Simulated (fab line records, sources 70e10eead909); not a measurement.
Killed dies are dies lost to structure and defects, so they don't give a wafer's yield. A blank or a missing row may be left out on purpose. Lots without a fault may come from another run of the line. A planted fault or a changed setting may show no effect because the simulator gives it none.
A struck lot beside a sound one | flow nand_harc | 15 steps out of a route of 1302
Sound: wafers L760.1, L760.4, L760.5. Struck: wafer L767.1. (L767.2, L767.6 of the same lot were not struck and are left out.) The cause comes at the end.
At each step with rows: each side's tool, then ch and its chambers, then its first start. Under that, the readings that differ: sound wafers | struck wafers | difference of the means | sigmas: that difference in standard deviations of wafers without a fault.
alike: readings whose means differ by less than 2 such deviations, and words and numbers that are the same on both sides. not compared: withheld readings, readings that some wafer has no value for, bounds like >300 that may hide the same value, and numbers for which the record gives no deviation and whose values overlap.
The two part at a step that has a row with sigmas, a row that says differs or no value, or rows on one side only. Numbers that don't overlap but have no deviation are shown without sigmas and don't part them. A reading that every wafer of one side lacks parts them only if that side has two wafers or more.

NHARC_A_CHANNEL_HOLE_D2_STRIP_28: strips in O2.
  sound on rie_diel-08 ch 1,2; struck on rie_diel-08 ch 0
  reading                         | sound                | struck | difference | sigmas
  showerhead_plenum_p_Torr (Torr) | 3.77 3.77 3.77       | 3.40   | -0.37      | -2
  throttle_valve_pct (%)          | 17.050 17.047 17.047 | 17.031 | -0.017     | -2
  alike: drypump_motor_current_A, oes_product_au, rf_vpp_V
  not compared: rf_hours_counter_h
then, 2 steps without rows for these wafers: NHARC_A_CHANNEL_HOLE_D2_PRECLEAN_29 (cleans in SC1); NHARC_A_CHANNEL_HOLE_D2_SRD_30.
NHARC_A_CHANNEL_HOLE_D2_CD_MEAS_31:
  sound on cd_sem-02, day 14 09:44; struck on cd_sem-02, day 17 18:33
  alike: cd_nm
NHARC_A_CHANNEL_HOLE_D2_XSEM_32:
  sound on xsem-01 ch 0, day 14 09:49; struck on xsem-01 ch 0, day 17 18:38
  alike: bot_cd_nm, bow_nm, tilt_deg
NHARC_A_CHANNEL_HOLE_D2_INSPECT_40:
  sound on defect_inspect-02, day 14 09:55; struck on defect_inspect-02, day 17 18:44
  alike: raw_defect_count
then, 3 steps without rows for these wafers: NHARC_A_CHANNEL_FILL_D2_PRECLEAN_00 (cleans in SC1); NHARC_A_CHANNEL_FILL_D2_SRD_01; NHARC_A_CHANNEL_FILL_D2_ALD_02 (deposits SiO2, target thk 6 nm, pulse time 10 s, ald cycles 60).
NHARC_A_CHANNEL_FILL_D2_ALD_03: deposits SiNx, target thk 6 nm, pulse time 60 s, ald cycles 58.
  sound on ald_sin_batch-03 ch 0; struck on ald_sin_batch-01 ch 0
  alike: precursor_pulse_height_rel
  not compared: ald_cycles
NHARC_A_CHANNEL_FILL_D2_ALD_14: deposits SiO2, target thk 2.5 nm, pulse time 10 s, ald cycles 25.
  sound on ald_hk-02 ch 1,2, day 14 17:11; struck on ald_hk-01 ch 0, day 18 02:01
  alike: heater_power_w, precursor_pulse_height_rel
  not compared: ald_cycles
NHARC_A_CHANNEL_FILL_D2_ALD_15: deposits SiNx, target thk 2 nm, pulse time 60 s, ald cycles 19.
  sound on ald_sin_batch-02 ch 0; struck on ald_sin_batch-01 ch 0
  alike: precursor_pulse_height_rel
  not compared: ald_cycles
NHARC_A_CHANNEL_FILL_D2_ALD_16: deposits SiO2, target thk 1.5 nm, pulse time 10 s, ald cycles 15.
  sound on ald_hk-02 ch 0,1, day 14 22:22; struck on ald_hk-02 ch 2, day 18 07:17
  reading            | sound       | struck | difference | sigmas
  ald_cycles         | 15 15 15    | 13     | -2         |
  heater_power_w (W) | 484 571 474 | 377    | -133       | -2
  alike: precursor_pulse_height_rel
then, 1 step without rows for these wafers: NHARC_A_CHANNEL_FILL_D2_ANNEAL_17 (time 1800 s).
NHARC_END_SORT_01:
  the record has rows for the sound wafers here (prober-01 ch 0, day 25 11:02) and none for the struck ones

WHERE THEY PART
First at NHARC_A_CHANNEL_HOLE_D2_STRIP_28; last, within this record, at NHARC_END_SORT_01.

WHY: what the simulator had put in
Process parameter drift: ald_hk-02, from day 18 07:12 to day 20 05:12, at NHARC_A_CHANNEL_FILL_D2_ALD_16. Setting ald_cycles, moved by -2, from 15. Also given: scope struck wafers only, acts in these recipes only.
